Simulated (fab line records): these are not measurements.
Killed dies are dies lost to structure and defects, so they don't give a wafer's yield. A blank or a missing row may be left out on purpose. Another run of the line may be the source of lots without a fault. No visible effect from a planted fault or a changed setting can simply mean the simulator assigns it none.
Which tool was responsible?    flow nand harc    24 lots, 72 wafers sampled, at 6 steps of a route of 1302

WHAT THE GAUGES SHOWED, per wafer
No reading from a measuring or inspecting step in the record can be judged against a usual standard deviation.

TOOL THAT RAN EACH LOT (tool first, then ch and the chambers of the sampled wafers, then the start)
lot   NHARC_P_GATE_DEGAS_109        NHARC_P_M0_CMP_23              NHARC_P_M1_PRE_CLEAN_30                  NHARC_P_M2_PRE_CLEAN_32          NHARC_P_BONDPAD_DEP_00                      NHARC_P_BONDPAD_DESCUM_11
L074  pvd sputter-01, day 5 17:01   cmp-03 ch 0,1,2, day 6 02:55   pvd sputter-03, day 6 12:08 or earlier   pecvd-03 ch 0,1,2, day 6 12:08   pecvd-04 ch 0,2, day 6 12:37                rie diel-01 ch 2,3, day 6 14:03
L075  pvd sputter-01, day 6 06:58   cmp-04 ch 0,1,3, day 6 16:00   pvd sputter-01, day 7 01:49 or earlier   pecvd-01 ch 0,1,2, day 7 01:49   pecvd-01 ch 0,2, day 7 03:35 or earlier     rie diel-07 ch 0,1,2, day 7 03:35
L076  pvd sputter-01, day 6 17:13   cmp-04 ch 0,3, day 7 03:56     pvd sputter-01, day 7 12:56 or earlier   pecvd-01 ch 1,2, day 7 12:56     pecvd-03 ch 0,1,2, day 7 13:31              rie diel-13 ch 0,1, day 7 14:44
L077  pvd sputter-03, day 7 02:28   cmp-03 ch 1,2,3, day 7 11:34   pvd sputter-01, day 7 20:26 or earlier   pecvd-03 ch 1,2, day 7 20:26     pecvd-04 ch 0,1,2, day 7 20:57              rie diel-01 ch 1,3, day 7 22:13
L079  pvd sputter-01, day 7 20:47   cmp-03 ch 1,2, day 8 05:55     pvd sputter-01, day 8 14:55 or earlier   pecvd-04 ch 0,2, day 8 14:55     pecvd-01 ch 0,1,2, day 8 15:27              rie diel-01 ch 0,3, day 8 16:50
L078  pvd sputter-02, day 7 21:06   cmp-01 ch 0,1,3, day 8 06:15   pvd sputter-02, day 8 15:14 or earlier   pecvd-03 ch 0,2, day 8 15:14     pecvd-01 ch 0,2, day 8 15:43                rie diel-13 ch 0,1,3, day 8 17:10
L080  pvd sputter-03, day 8 14:29   cmp-01 ch 1,2, day 8 23:52     pvd sputter-01, day 9 08:44 or earlier   pecvd-01 ch 0,1,2, day 9 08:44   pecvd-04 ch 0,1,2, day 9 09:14              rie diel-13 ch 0,3, day 9 10:40
L081  pvd sputter-02, day 8 20:16   cmp-01 ch 0,2,3, day 9 05:41   pvd sputter-03, day 9 14:26 or earlier   pecvd-01 ch 0,1,2, day 9 14:26   pecvd-04 ch 0,1,2, day 9 14:55              rie diel-13 ch 0,1,3, day 9 16:22
L082  pvd sputter-02, day 9 03:08   cmp-01 ch 1,3, day 9 12:07     pvd sputter-01, day 9 21:04 or earlier   pecvd-03 ch 0,2, day 9 21:04     pecvd-01 ch 1,2, day 9 21:36                rie diel-01 ch 0,3, day 9 22:59
L083  pvd sputter-03, day 9 13:17   cmp-03 ch 0,1,3, day 9 22:49   pvd sputter-02, day 10 07:32 or earlier  pecvd-04 ch 0,1,2, day 10 07:32  pecvd-03 ch 0,2, day 10 08:05               rie diel-01 ch 0,1,3, day 10 09:26
L084  pvd sputter-02, day 10 07:02  cmp-04 ch 2,3, day 10 15:58    pvd sputter-02, day 11 00:49 or earlier  pecvd-03 ch 0,1, day 11 00:49    pecvd-03 ch 0,1, day 11 02:44 or earlier    rie diel-01 ch 0,2,3, day 11 02:44
L085  pvd sputter-03, day 10 12:28  cmp-04 ch 0,1, day 10 21:17    pvd sputter-03, day 11 06:14 or earlier  pecvd-04 ch 0,1,2, day 11 06:14  pecvd-01 ch 1,2, day 11 06:46               rie diel-07 ch 1,2, day 11 08:10
L086  pvd sputter-02, day 10 16:26  cmp-04 ch 1,2, day 11 01:13    pvd sputter-03, day 11 10:22 or earlier  pecvd-04 ch 0,2, day 11 10:22    pecvd-03 ch 0,2, day 11 10:52               rie diel-13 ch 0,1,3, day 11 12:19
L087  pvd sputter-01, day 10 23:35  cmp-01 ch 0,2,3, day 11 08:41  pvd sputter-01, day 11 17:17 or earlier  pecvd-03 ch 0,1,2, day 11 17:17  pecvd-01 ch 0,1,2, day 11 17:53             rie diel-01 ch 0,1, day 11 19:11
L089  pvd sputter-01, day 11 19:30  cmp-03 ch 0,2,3, day 12 04:25  pvd sputter-01, day 12 13:14 or earlier  pecvd-03 ch 0,1,2, day 12 13:14  pecvd-01 ch 0,1,2, day 12 13:44             rie diel-13 ch 0,1,2, day 12 15:10
L088  pvd sputter-01, day 11 19:44  cmp-04 ch 0,1, day 12 05:11    pvd sputter-02, day 12 14:03 or earlier  pecvd-03 ch 0,1, day 12 14:03    pecvd-01 ch 0,1,2, day 12 14:31             rie diel-07 ch 1,2, day 12 15:57
L090  pvd sputter-03, day 12 11:14  cmp-04 ch 1,2, day 12 20:19    pvd sputter-03, day 13 05:08 or earlier  pecvd-01 ch 0,2, day 13 05:08    pecvd-03 ch 1,2, day 13 05:41               rie diel-01 ch 1,2, day 13 07:04
L091  pvd sputter-02, day 12 16:02  cmp-04 ch 1,2,3, day 13 04:22  pvd sputter-02, day 13 13:12 or earlier  pecvd-04 ch 0,1, day 13 13:12    pecvd-01 ch 0,2, day 13 13:44               rie diel-01 ch 0,2, day 13 15:01
L092  pvd sputter-01, day 13 12:25  cmp-01 ch 0,1,2, day 13 21:17  pvd sputter-03, day 14 06:07 or earlier  pecvd-04 ch 1,2, day 14 06:07    pecvd-04 ch 0,1,2, day 14 07:53 or earlier  rie diel-01 ch 0,1, day 14 07:53
L093  pvd sputter-02, day 13 13:11  cmp-01 ch 0,1,2, day 13 22:11  pvd sputter-01, day 14 06:52 or earlier  pecvd-03 ch 1,2, day 14 06:52    pecvd-03 ch 0,1,2, day 14 08:46 or earlier  rie diel-01 ch 0,2, day 14 08:46
L094  pvd sputter-03, day 14 02:58  cmp-01 ch 2,3, day 14 12:35    pvd sputter-01, day 14 21:22 or earlier  pecvd-01 ch 0,1, day 14 21:22    pecvd-03 ch 0,1,2, day 14 21:51             rie diel-07 ch 1,2, day 14 23:18
L095  pvd sputter-03, day 14 15:55  cmp-04 ch 0,2,3, day 15 00:56  pvd sputter-01, day 15 10:06 or earlier  pecvd-03 ch 0,1, day 15 10:06    pecvd-03 ch 1,2, day 15 12:00 or earlier    rie diel-01 ch 0,2,3, day 15 12:00
L096  pvd sputter-03, day 15 00:50  cmp-03 ch 1,2,3, day 15 09:59  pvd sputter-02, day 15 18:56 or earlier  pecvd-01 ch 0,1, day 15 18:56    pecvd-03 ch 0,1, day 15 19:29               rie diel-01 ch 1,2,3, day 15 20:42
L097  pvd sputter-01, day 15 09:01  cmp-03 ch 1,3, day 15 17:58    pvd sputter-02, day 16 03:32 or earlier  pecvd-01 ch 1,2, day 16 03:32    pecvd-04 ch 0,1, day 16 04:04               rie diel-13 ch 0,1,2, day 16 05:28
- NHARC_P_GATE_DEGAS_109: time 60 s.
- NHARC_P_M0_CMP_23: polishes, t overpolish 20 s, target thk 117.54 nm.
- NHARC_P_M1_PRE_CLEAN_30: time 30 s.
- NHARC_P_M2_PRE_CLEAN_32: time 12 s.
- NHARC_P_BONDPAD_DEP_00: deposits SiCN, target thk 250 nm.
- NHARC_P_BONDPAD_DESCUM_11: chemistry O2, time 3 s.

AS READ BY THE TOOLS THEMSELVES (means over the sampled wafers that have a number; for cases with no such wafer, the mark the record gives instead)
NHARC_P_GATE_DEGAS_109. Usual: 463 W for heater power w, sd 47.
lot   tool            heater power w (W)  flag
L074  pvd sputter-01  460                 
L075  pvd sputter-01  442                 
L076  pvd sputter-01  474                 
L077  pvd sputter-03  497                 
L079  pvd sputter-01  443                 
L078  pvd sputter-02  480                 
L080  pvd sputter-03  504                 
L081  pvd sputter-02  462                 
L082  pvd sputter-02  396                 
L083  pvd sputter-03  476                 
L084  pvd sputter-02  463                 
L085  pvd sputter-03  446                 
L086  pvd sputter-02  427                 
L087  pvd sputter-01  446                 
L089  pvd sputter-01  434                 
L088  pvd sputter-01  431                 
L090  pvd sputter-03  502                 
L091  pvd sputter-02  458                 
L092  pvd sputter-01  443                 
L093  pvd sputter-02  473                 
L094  pvd sputter-03  501                 
L095  pvd sputter-03  510                 
L096  pvd sputter-03  489                 
L097  pvd sputter-01  450                 

NHARC_P_M0_CMP_23. Usual: edge zone pressure frac 0.999, standard deviation 0.0051; motor current A 12.3 A, standard deviation 1.2; slurry flow ml min 150.1, standard deviation 0.44; time to endpoint s 29 s, standard deviation 3.1.
lot   tool    edge zone pressure frac  motor current A (A)  slurry flow ml min  time to endpoint s (s)  flag
L074  cmp-03  1.002                    12.5                 150.0               32                      
L075  cmp-04  0.998                    11.9                 150.1               29                      
L076  cmp-04  1.000                    11.1                 149.4               29                      
L077  cmp-03  0.996                    11.5                 150.1               27                      
L079  cmp-03  0.997                    12.1                 150.2               29                      
L078  cmp-01  1.005                    12.7                 150.1               25                      
L080  cmp-01  0.993                    13.4                 150.0               27                      
L081  cmp-01  0.998                    12.7                 150.4               26                      
L082  cmp-01  1.000                    13.1                 150.2               24                      
L083  cmp-03  1.008                    12.3                 150.0               28                      
L084  cmp-04  0.994                    12.6                 150.3               30                      
L085  cmp-04  1.007                    11.3                 150.4               29                      
L086  cmp-04  0.996                    13.2                 150.0               31                      
L087  cmp-01  0.997                    12.5                 150.3               25                      
L089  cmp-03  1.004                    12.0                 149.6               33                      
L088  cmp-04  0.999                    11.3                 149.7               33                      
L090  cmp-04  0.998                    12.1                 149.8               30                      
L091  cmp-04  1.001                    12.5                 150.4               28                      
L092  cmp-01  0.997                    12.5                 150.3               27                      
L093  cmp-01  0.997                    12.1                 150.1               29                      
L094  cmp-01  0.995                    13.0                 150.5               33                      
L095  cmp-04  1.000                    12.5                 150.5               30                      
L096  cmp-03  1.002                    11.5                 149.6               27                      
L097  cmp-03  0.999                    11.7                 150.2               32                      

NHARC_P_M1_PRE_CLEAN_30. Usual: 404 W for heater power w, sd 41.
lot   tool            heater power w (W)  flag
L074  pvd sputter-03  417                 
L075  pvd sputter-01  407                 
L076  pvd sputter-01  409                 
L077  pvd sputter-01  365                 
L079  pvd sputter-01  389                 
L078  pvd sputter-02  433                 
L080  pvd sputter-01  408                 
L081  pvd sputter-03  426                 
L082  pvd sputter-01  417                 
L083  pvd sputter-02  414                 
L084  pvd sputter-02  395                 
L085  pvd sputter-03  414                 
L086  pvd sputter-03  450                 
L087  pvd sputter-01  377                 
L089  pvd sputter-01  376                 
L088  pvd sputter-02  387                 
L090  pvd sputter-03  444                 
L091  pvd sputter-02  414                 
L092  pvd sputter-03  438                 
L093  pvd sputter-01  388                 
L094  pvd sputter-01  392                 
L095  pvd sputter-01  406                 
L096  pvd sputter-02  381                 
L097  pvd sputter-02  393                 

NHARC_P_M2_PRE_CLEAN_32. Usual: 649 W for heater power w, sd 82.
lot   tool      heater power w (W)  flag
L074  pecvd-03  629                 
L075  pecvd-01  615                 
L076  pecvd-01  678                 
L077  pecvd-03  667                 
L079  pecvd-04  745                 
L078  pecvd-03  710                 
L080  pecvd-01  646                 
L081  pecvd-01  678                 
L082  pecvd-03  699                 
L083  pecvd-04  624                 
L084  pecvd-03  601                 
L085  pecvd-04  666                 
L086  pecvd-04  720                 
L087  pecvd-03  656                 
L089  pecvd-03  626                 
L088  pecvd-03  544                 
L090  pecvd-01  631                 
L091  pecvd-04  626                 
L092  pecvd-04  622                 
L093  pecvd-03  580                 
L094  pecvd-01  632                 
L095  pecvd-03  569                 
L096  pecvd-01  645                 
L097  pecvd-01  625                 

NHARC_P_BONDPAD_DEP_00. Usual: chamber pressure Torr 3.000 Torr, standard deviation 0.0067; heater power w 592 W, standard deviation 84.
lot   tool      chamber pressure Torr (Torr)  heater power w (W)  flag
L074  pecvd-04  3.001                         705                 
L075  pecvd-01  2.992                         586                 
L076  pecvd-03  2.997                         597                 
L077  pecvd-04  2.998                         534                 
L079  pecvd-01  2.996                         575                 
L078  pecvd-01  3.001                         597                 
L080  pecvd-04  3.003                         620                 
L081  pecvd-04  3.004                         635                 
L082  pecvd-01  2.998                         555                 
L083  pecvd-03  3.003                         621                 
L084  pecvd-03  2.997                         519                 
L085  pecvd-01  3.003                         552                 
L086  pecvd-03  3.004                         672                 
L087  pecvd-01  3.000                         574                 
L089  pecvd-01  2.998                         589                 
L088  pecvd-01  3.000                         601                 
L090  pecvd-03  3.005                         550                 
L091  pecvd-01  3.001                         642                 
L092  pecvd-04  3.001                         666                 
L093  pecvd-03  3.005                         549                 
L094  pecvd-03  3.002                         553                 
L095  pecvd-03  3.002                         534                 
L096  pecvd-03  2.996                         519                 
L097  pecvd-04  2.998                         550                 

NHARC_P_BONDPAD_DESCUM_11. Usual: drypump motor current A 5.4 A, standard deviation 0.43; oes product au 0.997 a.u., standard deviation 0.009; rf vpp V 57.6 V, standard deviation 0.86; showerhead plenum p Torr 1.89 Torr, standard deviation 0.076; throttle valve pct 11.311 %, standard deviation 0.0094.
lot   tool         drypump motor current A (A)  oes product au (a.u.)  rf vpp V (V)  showerhead plenum p Torr (Torr)  throttle valve pct (%)  flag
L074  rie diel-01  5.4                          1.007                  56.5          1.88                             11.306                  
L075  rie diel-07  6.0                          0.984                  57.6          1.94                             11.320                  
L076  rie diel-13  5.0                          0.994                  56.7          1.82                             11.320                  
L077  rie diel-01  5.3                          0.997                  56.9          1.82                             11.309                  
L079  rie diel-01  5.2                          1.006                  56.8          1.87                             11.310                  
L078  rie diel-13  5.3                          0.992                  57.8          1.90                             11.302                  
L080  rie diel-13  5.6                          0.995                  57.4          1.98                             11.308                  
L081  rie diel-13  5.3                          0.990                  56.6          1.90                             11.301                  
L082  rie diel-01  5.2                          0.995                  58.9          1.87                             11.308                  
L083  rie diel-01  5.2                          1.000                  58.5          1.84                             11.318                  
L084  rie diel-01  5.4                          0.998                  57.5          1.89                             11.310                  
L085  rie diel-07  6.2                          0.995                  57.5          1.93                             11.311                  
L086  rie diel-13  5.3                          1.000                  57.9          1.90                             11.300                  
L087  rie diel-01  5.2                          0.996                  57.5          1.82                             11.317                  
L089  rie diel-13  5.1                          1.002                  57.7          1.87                             11.315                  
L088  rie diel-07  6.2                          0.996                  58.0          1.93                             11.309                  
L090  rie diel-01  5.3                          0.988                  57.6          1.84                             11.315                  
L091  rie diel-01  5.3                          0.999                  57.8          1.91                             11.308                  
L092  rie diel-01  5.1                          1.004                  56.9          1.86                             11.308                  
L093  rie diel-01  5.5                          0.993                  57.2          1.93                             11.310                  
L094  rie diel-07  6.0                          1.000                  56.7          1.88                             11.302                  
L095  rie diel-01  5.4                          0.998                  57.6          1.89                             11.310                  
L096  rie diel-01  5.4                          0.993                  57.4          1.86                             11.310                  
L097  rie diel-13  5.1                          1.003                  58.4          1.87                             11.315                  

THE ANSWER, worked out from the rows above alone
Rule: a lot is off if the mean of its wafers that have a number lies more than 3 standard deviations from the usual mean. Also off: a lot with no number at a reading for which 4 or more lots have one. Any other lot the step has rows for is counted as sound. The gauges are gone through in route order, then the tools' own readings, and for those a lot's mean is taken as printed above. At the first step where some lot is off, the reading lying furthest off is the one used; lots without a number count as furthest.
No lot is off on any of the readings shown, so nothing can be concluded from this.

WHAT HAD BEEN PUT IN BY THE SIMULATOR
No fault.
